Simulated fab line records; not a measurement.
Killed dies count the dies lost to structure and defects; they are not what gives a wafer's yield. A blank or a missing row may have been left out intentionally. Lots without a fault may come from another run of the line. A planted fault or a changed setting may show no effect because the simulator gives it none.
Matching of chambers || flow nand-harc || NHARC_P_BONDPAD_ETCH_12 on rie-diel-02: 4 sister chambers
The step etches the open film in CHF3/O2, target depth 200 nm, time 100 s. 16 wafers are shown with their chamber, then 8 later ones without.

EACH WAFER AND ITS CHAMBER
{"wafer": "L554.2", "chamber": 3, "showerhead-plenum-p-Torr (Torr)": 2.44, "rf-vpp-V (V)": 371.0, "run-length-s (s)": 121.6}
{"wafer": "L554.3", "chamber": 1, "showerhead-plenum-p-Torr (Torr)": 2.26, "rf-vpp-V (V)": 367.6, "run-length-s (s)": 120.3}
{"wafer": "L554.6", "chamber": 3, "showerhead-plenum-p-Torr (Torr)": 2.44, "rf-vpp-V (V)": 371.3, "run-length-s (s)": 121.5}
{"wafer": "L563.3", "chamber": 2, "showerhead-plenum-p-Torr (Torr)": 2.33, "rf-vpp-V (V)": 370.2, "run-length-s (s)": 121.2}
{"wafer": "L563.5", "chamber": 3, "showerhead-plenum-p-Torr (Torr)": 2.43, "rf-vpp-V (V)": 370.8, "run-length-s (s)": 121.2}
{"wafer": "L563.6", "chamber": 2, "showerhead-plenum-p-Torr (Torr)": 2.33, "rf-vpp-V (V)": 369.2, "run-length-s (s)": 121.2}
{"wafer": "L564.1", "chamber": 2, "showerhead-plenum-p-Torr (Torr)": 2.33, "rf-vpp-V (V)": 369.0, "run-length-s (s)": 121.1}
{"wafer": "L564.2", "chamber": 1, "showerhead-plenum-p-Torr (Torr)": 2.26, "rf-vpp-V (V)": 365.5, "run-length-s (s)": 120.6}
{"wafer": "L564.6", "chamber": 3, "showerhead-plenum-p-Torr (Torr)": 2.43, "rf-vpp-V (V)": 371.5, "run-length-s (s)": 121.4}
{"wafer": "L566.1", "chamber": 3, "showerhead-plenum-p-Torr (Torr)": 2.43, "rf-vpp-V (V)": 371.7, "run-length-s (s)": 121.3}
{"wafer": "L566.3", "chamber": 1, "showerhead-plenum-p-Torr (Torr)": 2.26, "rf-vpp-V (V)": 367.1, "run-length-s (s)": 120.5}
{"wafer": "L566.6", "chamber": 0, "showerhead-plenum-p-Torr (Torr)": 2.49, "rf-vpp-V (V)": 373.1, "run-length-s (s)": 120.8}
{"wafer": "L567.1", "chamber": 3, "showerhead-plenum-p-Torr (Torr)": 2.43, "rf-vpp-V (V)": 370.9, "run-length-s (s)": 121.6}
{"wafer": "L567.3", "chamber": 1, "showerhead-plenum-p-Torr (Torr)": 2.26, "rf-vpp-V (V)": 367.3, "run-length-s (s)": 120.7}
{"wafer": "L567.5", "chamber": 3, "showerhead-plenum-p-Torr (Torr)": 2.43, "rf-vpp-V (V)": 370.5, "run-length-s (s)": 121.5}
{"wafer": "L568.3", "chamber": 0, "showerhead-plenum-p-Torr (Torr)": 2.49, "rf-vpp-V (V)": 372.5, "run-length-s (s)": 121.0}

SIGNATURES (averages over the wafers above)
{"reading": "showerhead-plenum-p-Torr", "chamber 0": 2.4900, "chamber 1": 2.2600, "chamber 2": 2.3300, "chamber 3": 2.4329, "scatter within a chamber": 0.00345}
{"reading": "rf-vpp-V", "chamber 0": 372.800, "chamber 1": 366.875, "chamber 2": 369.467, "chamber 3": 371.100, "scatter within a chamber": 0.627}
{"reading": "run-length-s", "chamber 0": 120.900, "chamber 1": 120.525, "chamber 2": 121.167, "chamber 3": 121.443, "scatter within a chamber": 0.145}
Rule: for each reading, subtract the chamber's mean from the wafer's reading, divide by that reading's scatter and square the result; add these up over the readings and take the root, which gives the wafer's distance from the chamber. If the next closest chamber is less than 2 further off than the closest, the wafer can't be placed; otherwise it belongs to the closest. How the scatter is found: for the shown wafers, subtract from each reading the mean of its chamber, square and add these, divide the total by (wafers less chambers), then take the root.

WAFERS WITHOUT THEIR CHAMBER
{"wafer": "L568.4", "showerhead-plenum-p-Torr (Torr)": 2.33, "rf-vpp-V (V)": 370.8, "run-length-s (s)": 121.8}
{"wafer": "L568.6", "showerhead-plenum-p-Torr (Torr)": 2.26, "rf-vpp-V (V)": 367.2, "run-length-s (s)": 120.5}
{"wafer": "L570.1", "showerhead-plenum-p-Torr (Torr)": 2.26, "rf-vpp-V (V)": 367.0, "run-length-s (s)": 120.4}
{"wafer": "L570.2", "showerhead-plenum-p-Torr (Torr)": 2.33, "rf-vpp-V (V)": 369.9, "run-length-s (s)": 121.4}
{"wafer": "L570.3", "showerhead-plenum-p-Torr (Torr)": 2.49, "rf-vpp-V (V)": 373.6, "run-length-s (s)": 120.7}
{"wafer": "L573.1", "showerhead-plenum-p-Torr (Torr)": 2.43, "rf-vpp-V (V)": 371.1, "run-length-s (s)": 121.9}
{"wafer": "L573.2", "showerhead-plenum-p-Torr (Torr)": 2.26, "rf-vpp-V (V)": 368.9, "run-length-s (s)": 120.7}
{"wafer": "L573.6", "showerhead-plenum-p-Torr (Torr)": 2.33, "rf-vpp-V (V)": 368.5, "run-length-s (s)": 122.0}

THE CHAMBER EACH PASSED THROUGH
{"wafer": "L568.4", "from the rows above": 2, "in truth": 2}
{"wafer": "L568.6", "from the rows above": 1, "in truth": 1}
{"wafer": "L570.1", "from the rows above": 1, "in truth": 1}
{"wafer": "L570.2", "from the rows above": 2, "in truth": 2}
{"wafer": "L570.3", "from the rows above": 0, "in truth": 0}
{"wafer": "L573.1", "from the rows above": 3, "in truth": 3}
{"wafer": "L573.2", "from the rows above": 1, "in truth": 1}
{"wafer": "L573.6", "from the rows above": 2, "in truth": 2}
Correctly placed: 8 of 8. Not placeable from these rows: 0. Number placed wrongly: 0.
